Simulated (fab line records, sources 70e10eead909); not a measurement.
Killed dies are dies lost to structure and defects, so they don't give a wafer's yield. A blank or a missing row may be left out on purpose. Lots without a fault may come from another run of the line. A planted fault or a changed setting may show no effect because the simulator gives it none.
A struck lot beside a sound one | flow nand_harc | 19 steps out of a route of 1302
Sound: wafers L887.3, L887.5, L887.6. Struck: wafers L890.2, L890.3, L890.4. The cause comes at the end.
At each step with rows: each side's tool, then ch and its chambers, then its first start. Under that, the readings that differ: sound wafers | struck wafers | difference of the means | sigmas: that difference in standard deviations of wafers without a fault.
alike: readings whose means differ by less than 2 such deviations, and words and numbers that are the same on both sides. not compared: withheld readings, readings that some wafer has no value for, bounds like >300 that may hide the same value, and numbers for which the record gives no deviation and whose values overlap.
The two part at a step that has a row with sigmas, a row that says differs or no value, or rows on one side only. Numbers that don't overlap but have no deviation are shown without sigmas and don't part them. A reading that every wafer of one side lacks parts them only if that side has two wafers or more.

NHARC_P_ZERO_WELL_CD_MEAS_11: target cd 500 nm.
  sound on cd_sem-01 ch 0, day 4 19:14; struck on cd_sem-01 ch 0, day 6 01:14
  alike: cd_nm
then, 1 step without rows for these wafers: NHARC_P_ZERO_WELL_HARDBAKE_12 (time 65 s).
NHARC_P_ZERO_WELL_DESCUM_13: chemistry O2, time 3 s.
  sound on rie_diel-04 ch 1,2,3, day 4 19:25; struck on rie_diel-04 ch 0,1,2, day 6 01:24
  alike: drypump_motor_current_A, oes_product_au, rf_vpp_V, showerhead_plenum_p_Torr, throttle_valve_pct
  not compared: rf_hours_counter_h
NHARC_P_ZERO_WELL_ETCH_65: etches the open film in N2/H2, target depth 80 nm, overetch 24 nm, time 87.88 s.
  sound on rie_diel-04 ch 0,1, day 4 19:29; struck on rie_diel-04 ch 1,2,3, day 6 01:29
  alike: drypump_motor_current_A, oes_product_au, rf_fwd_power_W, rf_vpp_V, showerhead_plenum_p_Torr, throttle_valve_pct
  not compared: rf_hours_counter_h
NHARC_P_ZERO_WELL_ETCH_62: etches the open film in CHF3/Ar, target depth 13 nm, time 6.5 s.
  sound on rie_diel-04 ch 0,1; struck on rie_diel-04 ch 1,2,3
  alike: drypump_motor_current_A, oes_product_au, rf_fwd_power_W, rf_vpp_V, showerhead_plenum_p_Torr, throttle_valve_pct
  not compared: rf_hours_counter_h
NHARC_P_ZERO_WELL_ETCH_63: etches the open film in HBr/Cl2, target depth 120 nm, time 40.1 s.
  sound on rie_si-06 ch 0,1,2, day 4 19:41; struck on rie_si-06 ch 1,2,3, day 6 01:39
  alike: drypump_motor_current_A, he_backside_leak_sccm, oes_product_au, rf_fwd_power_W, throttle_valve_pct
  not compared: rf_hours_counter_h
then, 6 steps without rows for these wafers: NHARC_P_ZERO_WELL_STRIP_15 (strips in SPM, time 900 s); NHARC_P_ZERO_WELL_DEHYDRATE_16 (time 120 s); NHARC_P_ZERO_WELL_HMDS_17 (time 30 s); NHARC_P_ZERO_WELL_COAT_18; NHARC_P_ZERO_WELL_SOFTBAKE_19 (time 95 s); NHARC_P_ZERO_WELL_EBR_20.
NHARC_P_ZERO_WELL_EXPOSE_21: exposes mask P NWELL, target cd 720 nm.
  sound on krf_scanner-01 ch 0, day 4 20:19; struck on krf_scanner-03 ch 0, day 6 02:26
  reading | sound                         | struck                                 | difference | sigmas
  mask    | P_NWELL#0 P_NWELL#0 P_NWELL#0 | P_NWELL_R1#0 P_NWELL_R1#0 P_NWELL_R1#0 | differs    |
then, 2 steps without rows for these wafers: NHARC_P_ZERO_WELL_PEB_22 (peb time 85 s); NHARC_P_ZERO_WELL_DEVELOP_23 (time 70 s).
NHARC_P_ZERO_WELL_CD_MEAS_24: target cd 720 nm.
  sound on cd_sem-01 ch 0, day 4 20:28; struck on cd_sem-02 ch 0, day 6 02:35
  reading    | sound             | struck            | difference | sigmas
  cd_nm (nm) | 719.8 720.4 719.9 | 711.6 710.8 708.4 | -9.8       | -8
then, 1 step without rows for these wafers: NHARC_P_ZERO_WELL_HARDBAKE_25 (time 80 s).
NHARC_P_ZERO_WELL_DESCUM_26: chemistry O2, time 3 s.
  sound on rie_diel-04 ch 0,1, day 4 20:37; struck on rie_diel-04 ch 0,1,2, day 6 02:44
  reading                      | sound             | struck          | difference | sigmas
  model.P_ZERO_WELL.cd_nm (nm) | 719.3 719.8 719.9 | 711.9 711 708.6 | -9.2       |
  alike: drypump_motor_current_A, oes_product_au, rf_vpp_V, showerhead_plenum_p_Torr, throttle_valve_pct
  not compared: rf_hours_counter_h
then, 1 step without rows for these wafers: NHARC_P_ZERO_WELL_IMPLANT_27.

WHERE THEY PART
First at NHARC_P_ZERO_WELL_EXPOSE_21; last, within this record, at NHARC_P_ZERO_WELL_CD_MEAS_24. Later steps at which nothing parts them and some readings are alike: NHARC_P_ZERO_WELL_DESCUM_26.

WHY: what the simulator had put in
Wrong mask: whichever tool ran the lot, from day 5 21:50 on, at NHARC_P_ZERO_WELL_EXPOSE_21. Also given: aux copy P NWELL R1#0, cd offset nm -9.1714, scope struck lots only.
